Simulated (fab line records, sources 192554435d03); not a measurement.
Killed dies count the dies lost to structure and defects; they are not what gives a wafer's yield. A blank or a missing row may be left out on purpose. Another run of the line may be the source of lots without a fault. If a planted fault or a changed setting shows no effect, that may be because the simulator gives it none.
Split-lot experiment + flow n5Finfet + 21 wafers read across 7 lots, on a route 1938 steps long

== THE SPLIT ITSELF ==
At N5_DUMMY_GATE_ETCH_42 (etches SiO2 in CHF3/O2, target depth 3.5 nm, time 31 s), the setting biasW was moved away from the recipe's 12 W on 9 of the 21 wafers read, by -17.7% to +9.4%. This setting was run at the recipe's value on the other wafers.

The split's own step is where the reading is taken.

== THE READING ==
rfVppV, in V, at N5_DUMMY_GATE_ETCH_42 (etches SiO2 in CHF3/O2, target depth 3.5 nm, time 31 s). Typical for fault-free wafers on this fab line: 42.5 V, with standard deviation 0.91 V.

| wafer  | tool, chamber at the split | biasW as run, W | against the recipe | rfVppV, V | against lot-mates on the recipe |
|--------|----------------------------|-----------------|--------------------|-----------|---------------------------------|
| L075.2 | rieDiel-01, 3              | 12.78           | +6.5%              | 43.8      | +1.5                            |
| L075.4 | rieDiel-01, 0              | 12.78           | +6.5%              | 43.4      | +1.1                            |
| L075.5 | rieDiel-01, 3              | 12              | recipe             | 42.3      | -                               |
| L081.4 | rieDiel-04, 0              | 12              | recipe             | 42.1      | -                               |
| L081.5 | rieDiel-04, 1              | 9.874           | -17.7%             | 37.7      | -4.4                            |
| L081.6 | rieDiel-04, 0              | 12              | recipe             | 42.1      | -                               |
| L082.2 | rieDiel-03, 1              | 12.91           | +7.6%              | 45.0      | +4.1                            |
| L082.3 | rieDiel-03, 0              | 12              | recipe             | 41.3      | -                               |
| L082.6 | rieDiel-03, 2              | 12              | recipe             | 40.5      | -                               |
| L085.1 | rieDiel-01, 1              | 12              | recipe             | 43.6      | -                               |
| L085.2 | rieDiel-01, 3              | 10.85           | -9.6%              | 40.3      | -3.3                            |
| L085.5 | rieDiel-01, 1              | 10.85           | -9.6%              | 38.7      | -4.9                            |
| L088.2 | rieDiel-04, 1              | 13.13           | +9.4%              | 45.6      | +4.0                            |
| L088.5 | rieDiel-04, 0              | 12              | recipe             | 41.6      | -                               |
| L088.6 | rieDiel-04, 1              | 13.13           | +9.4%              | 44.6      | +3.0                            |
| L093.2 | rieDiel-01, 1              | 12              | recipe             | 42.1      | -                               |
| L093.4 | rieDiel-01, 3              | 12              | recipe             | 42.6      | -                               |
| L093.6 | rieDiel-01, 2              | 12              | recipe             | 41.2      | -                               |
| L095.1 | rieDiel-04, 3              | 12              | recipe             | 42.0      | -                               |
| L095.3 | rieDiel-04, 1              | 11.41           | -4.9%              | 41.7      | +0.0                            |
| L095.4 | rieDiel-04, 0              | 12              | recipe             | 41.4      | -                               |

THE FIT
A straight line over all 21 wafers: rfVppV changes by +0.271 V for each +1% of biasW; r = +0.92; the points scatter about the line by 0.78 V.
The same after taking each lot's own level away (the mean of its wafers on the recipe; 21 wafers): +0.322 V for each +1%; r = +0.93; scatter 0.86 V.
Per that fit: largest biasW move, reading shift of 5.7 V.
Across the lots, their own levels run from 40.90 to 43.60 V, a range of 3.0 times the standard deviation given above.
So the slope is not independent of the lot-to-lot level: the two fits are not the same.
Check: for one of the wafers moved furthest among these (-17.7%), held out of the fit, the line's prediction against its lot-mates is -6.48 V. Against them it came out at -4.4 V.
Tool readings at the split's step, against how far the setting was moved: rfVppV r = +0.92.

== FURTHER SPLITS ON THESE WAFERS ==
These wafers also went through other splits before the reading. Each is held against what the fit with the lots' levels taken away leaves over:
| other split on the same wafers      | wafers away from the commonest value | r with rfVppV (lot level and that fit taken away) |
|-------------------------------------|--------------------------------------|---------------------------------------------------|
| N5_WELL_APT_COAT_02 spinRpm         | 9                                    | +0.47                                             |
| N5_WELL_APT_PEB_06 pebTempC         | 4                                    | +0.03                                             |
| N5_WELL_APT_COAT_19 spinRpm         | 8                                    | -0.22                                             |
| N5_WELL_APT_DEVELOP_24 developTimeS | 3                                    | -0.03                                             |
| N5_FIN_SAQP_HM_DEP_72 timeS         | 6                                    | -0.26                                             |
| N5_FIN_SAQP_EXPOSE_13 doseMj        | 7                                    | +0.31                                             |
| N5_DUMMY_GATE_ETCH_32 timeS         | 8                                    | +0.00                                             |

== THE FILE'S OWN FIT ==
rfVppV changes by +0.309 V for each +1% of biasW, r = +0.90.
